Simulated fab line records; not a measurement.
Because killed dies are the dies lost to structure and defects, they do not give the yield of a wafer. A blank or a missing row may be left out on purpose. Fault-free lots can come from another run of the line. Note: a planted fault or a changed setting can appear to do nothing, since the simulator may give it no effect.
Chamber matching || flow n5Finfet || N5_BEOL_M2_STRIP_19 on rieDiel-04 has 4 sister chambers
The step strips in O2. 16 wafers are shown with their chamber, then 8 later ones without.

## WAFERS WITH THEIR CHAMBER
{"wafer": "L075.1", "chamber": 0, "drypumpMotorCurrentA (A)": 5.0, "throttleValvePct (%)": 16.72, "oesProductAu (a.u.)": 0.83}
{"wafer": "L075.4", "chamber": 1, "drypumpMotorCurrentA (A)": 5.7, "throttleValvePct (%)": 16.39, "oesProductAu (a.u.)": 0.75}
{"wafer": "L075.6", "chamber": 3, "drypumpMotorCurrentA (A)": 5.8, "throttleValvePct (%)": 16.55, "oesProductAu (a.u.)": 0.70}
{"wafer": "L081.1", "chamber": 1, "drypumpMotorCurrentA (A)": 5.7, "throttleValvePct (%)": 16.39, "oesProductAu (a.u.)": 0.75}
{"wafer": "L081.4", "chamber": 3, "drypumpMotorCurrentA (A)": 5.8, "throttleValvePct (%)": 16.58, "oesProductAu (a.u.)": 0.70}
{"wafer": "L081.6", "chamber": 1, "drypumpMotorCurrentA (A)": 5.7, "throttleValvePct (%)": 16.39, "oesProductAu (a.u.)": 0.74}
{"wafer": "L082.1", "chamber": 2, "drypumpMotorCurrentA (A)": 6.8, "throttleValvePct (%)": 17.02, "oesProductAu (a.u.)": 0.67}
{"wafer": "L082.3", "chamber": 0, "drypumpMotorCurrentA (A)": 4.9, "throttleValvePct (%)": 16.73, "oesProductAu (a.u.)": 0.82}
{"wafer": "L082.6", "chamber": 2, "drypumpMotorCurrentA (A)": 6.8, "throttleValvePct (%)": 17.04, "oesProductAu (a.u.)": 0.67}
{"wafer": "L084.3", "chamber": 2, "drypumpMotorCurrentA (A)": 6.8, "throttleValvePct (%)": 17.03, "oesProductAu (a.u.)": 0.67}
{"wafer": "L084.4", "chamber": 1, "drypumpMotorCurrentA (A)": 5.8, "throttleValvePct (%)": 16.42, "oesProductAu (a.u.)": 0.74}
{"wafer": "L084.6", "chamber": 3, "drypumpMotorCurrentA (A)": 5.8, "throttleValvePct (%)": 16.60, "oesProductAu (a.u.)": 0.69}
{"wafer": "L086.1", "chamber": 0, "drypumpMotorCurrentA (A)": 4.9, "throttleValvePct (%)": 16.77, "oesProductAu (a.u.)": 0.81}
{"wafer": "L086.4", "chamber": 3, "drypumpMotorCurrentA (A)": 5.8, "throttleValvePct (%)": 16.60, "oesProductAu (a.u.)": 0.69}
{"wafer": "L086.5", "chamber": 2, "drypumpMotorCurrentA (A)": 6.8, "throttleValvePct (%)": 17.06, "oesProductAu (a.u.)": 0.67}
{"wafer": "L090.1", "chamber": 2, "drypumpMotorCurrentA (A)": 6.8, "throttleValvePct (%)": 17.05, "oesProductAu (a.u.)": 0.66}

SIGNATURES (means of the wafers above)
{"reading": "drypumpMotorCurrentA", "chamber 0": 4.933, "chamber 1": 5.725, "chamber 2": 6.800, "chamber 3": 5.800, "scatter within a chamber": 0.0344}
{"reading": "throttleValvePct", "chamber 0": 16.7400, "chamber 1": 16.3975, "chamber 2": 17.0400, "chamber 3": 16.5825, "scatter within a chamber": 0.0199}
{"reading": "oesProductAu", "chamber 0": 0.8200, "chamber 1": 0.7450, "chamber 2": 0.6680, "chamber 3": 0.6950, "scatter within a chamber": 0.00632}
Rule: distance of a wafer from a chamber = root of the sum over the readings of ((wafer's reading minus chamber's mean) / reading's scatter) squared. If the next closest chamber is less than 2 further off than the closest, the wafer can't be placed; otherwise it belongs to the closest. The scatter: the root of (the sum of the squares of (reading less its chamber's mean) over the shown wafers, divided by (wafers less chambers)).

## WAFERS WHOSE CHAMBER IS MISSING
{"wafer": "L090.2", "drypumpMotorCurrentA (A)": 5.8, "throttleValvePct (%)": 16.62, "oesProductAu (a.u.)": 0.69}
{"wafer": "L090.3", "drypumpMotorCurrentA (A)": 5.7, "throttleValvePct (%)": 16.44, "oesProductAu (a.u.)": 0.73}
{"wafer": "L090.4", "drypumpMotorCurrentA (A)": 4.9, "throttleValvePct (%)": 16.74, "oesProductAu (a.u.)": 0.80}
{"wafer": "L090.5", "drypumpMotorCurrentA (A)": 5.7, "throttleValvePct (%)": 16.42, "oesProductAu (a.u.)": 0.73}
{"wafer": "L090.6", "drypumpMotorCurrentA (A)": 6.8, "throttleValvePct (%)": 17.07, "oesProductAu (a.u.)": 0.66}
{"wafer": "L093.1", "drypumpMotorCurrentA (A)": 5.8, "throttleValvePct (%)": 16.61, "oesProductAu (a.u.)": 0.69}
{"wafer": "L093.3", "drypumpMotorCurrentA (A)": 5.7, "throttleValvePct (%)": 16.43, "oesProductAu (a.u.)": 0.72}
{"wafer": "L093.5", "drypumpMotorCurrentA (A)": 4.9, "throttleValvePct (%)": 16.78, "oesProductAu (a.u.)": 0.80}

## WHICH CHAMBER EACH ONE RAN IN
{"wafer": "L090.2", "from the rows above": 3, "in truth": 3}
{"wafer": "L090.3", "from the rows above": 1, "in truth": 1}
{"wafer": "L090.4", "from the rows above": 0, "in truth": 0}
{"wafer": "L090.5", "from the rows above": 1, "in truth": 1}
{"wafer": "L090.6", "from the rows above": 2, "in truth": 2}
{"wafer": "L093.1", "from the rows above": 3, "in truth": 3}
{"wafer": "L093.3", "from the rows above": 1, "in truth": 1}
{"wafer": "L093.5", "from the rows above": 0, "in truth": 0}
Placed correctly: 8 of 8. Not placeable from these rows: 0. Number placed wrongly: 0.
